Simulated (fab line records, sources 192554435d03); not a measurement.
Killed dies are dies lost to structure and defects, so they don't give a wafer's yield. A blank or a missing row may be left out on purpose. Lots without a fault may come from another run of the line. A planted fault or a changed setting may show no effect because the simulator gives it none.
Tool commonality check | flow n5_finfet | 10 lots, 28 wafers sampled

WHY IT WAS OPENED
At N5_SD_ACTIVATION_RS_MEAS_03 the reading RS_SD_P is flagged on 2 of 10 lots. Wafers without a fault read 56.1 ohm/sq, standard deviation 0.84.
Rule: a lot is flagged when every wafer of it that has a number lies more than 4 standard deviations from that mean, or none has a number. The other lots count as sound.

lot  | measured    | on            | RS_SD_P (ohm/sq), wafer by wafer | flag
L157 | day 3 10:31 | film_metro-01 | 56.5 55.4 55.6                   |
L160 | day 4 05:07 | film_metro-01 | 56.5 56.1 56.2                   |
L164 | day 5 06:11 | film_metro-02 | 157.6 159.1 158.7                | FLAGGED
L165 | day 5 10:19 | film_metro-01 | 55.7 56.0 55.6                   |
L166 | day 5 15:44 | film_metro-01 | 152.9 157.1 155.9                | FLAGGED
L171 | day 7 02:42 | film_metro-01 | 56.8 57.2 57.4                   |
L175 | day 7 20:25 | film_metro-02 | 56.3 56.4                        |
L176 | day 8 05:23 | film_metro-02 | 55.1 54.5                        |
L178 | day 8 21:46 | film_metro-01 | 57.1 56.9 55.7                   |
L179 | day 8 23:49 | film_metro-01 | 57.8 57.1 57.7                   |
The numbers of the flagged lots are 156.9 ohm/sq on average: +100.8 ohm/sq against the usual, or +99 or more standard deviations.

WHICH TOOL RAN EACH LOT
The record holds 1 process step before the reading, out of a route of 1938 steps. In each cell: the tool, then ch and the chambers that the sampled wafers went through, then the start.
lot  | flag    | N5_SD_EPI_P_EPI_21
L157 |         | epi_rpcvd-01 ch 0, day 3 08:00
L160 |         | epi_rpcvd-01 ch 0, day 4 02:17
L164 | FLAGGED | epi_rpcvd-01 ch 0, day 5 03:43
L165 |         | epi_rpcvd-02 ch 0, day 5 08:10
L166 | FLAGGED | epi_rpcvd-01 ch 0, day 5 12:56
L171 |         | epi_rpcvd-04 ch 0, day 6 23:49
L175 |         | epi_rpcvd-02 ch 0, day 7 17:56
L176 |         | epi_rpcvd-01 ch 0, day 8 03:49
L178 |         | epi_rpcvd-02 ch 0, day 8 19:38
L179 |         | epi_rpcvd-01 ch 0, day 8 21:13
What these steps do:
- N5_SD_EPI_P_EPI_21: deposits SiGe:B, time 355 s.
- N5_SD_ACTIVATION_RS_MEAS_03: measures by four-point-probe.

FLAGGED OVER TOTAL, TOOL BY TOOL (the gauges that took the reading come last)
step                        | tool          | lots run | flagged | share of the flagged lots | sound lots run after its first flagged lot
N5_SD_EPI_P_EPI_21          | epi_rpcvd-01  | 6        | 2       | all                       | 2 (L176,L179)
N5_SD_EPI_P_EPI_21          | epi_rpcvd-02  | 3        | 0       | none                      | -
N5_SD_EPI_P_EPI_21          | epi_rpcvd-04  | 1        | 0       | none                      | -
N5_SD_ACTIVATION_RS_MEAS_03 | film_metro-01 | 7        | 1       | some                      | 3 (L171,L178,L179)
N5_SD_ACTIVATION_RS_MEAS_03 | film_metro-02 | 3        | 1       | some                      | 2 (L175,L176)

WHAT THE TABLE ALLOWS
1 row of the table ran every flagged lot: epi_rpcvd-01 at N5_SD_EPI_P_EPI_21.
- epi_rpcvd-01 at N5_SD_EPI_P_EPI_21: 2 of its 6 lots flagged. Sound lots ran on it after the first flagged one (L176, L179), which a lasting fault on the whole tool wouldn't allow.
No row of the table ran every flagged lot and no sound lot after the first.

WHAT THE SIMULATOR HAD PUT IN
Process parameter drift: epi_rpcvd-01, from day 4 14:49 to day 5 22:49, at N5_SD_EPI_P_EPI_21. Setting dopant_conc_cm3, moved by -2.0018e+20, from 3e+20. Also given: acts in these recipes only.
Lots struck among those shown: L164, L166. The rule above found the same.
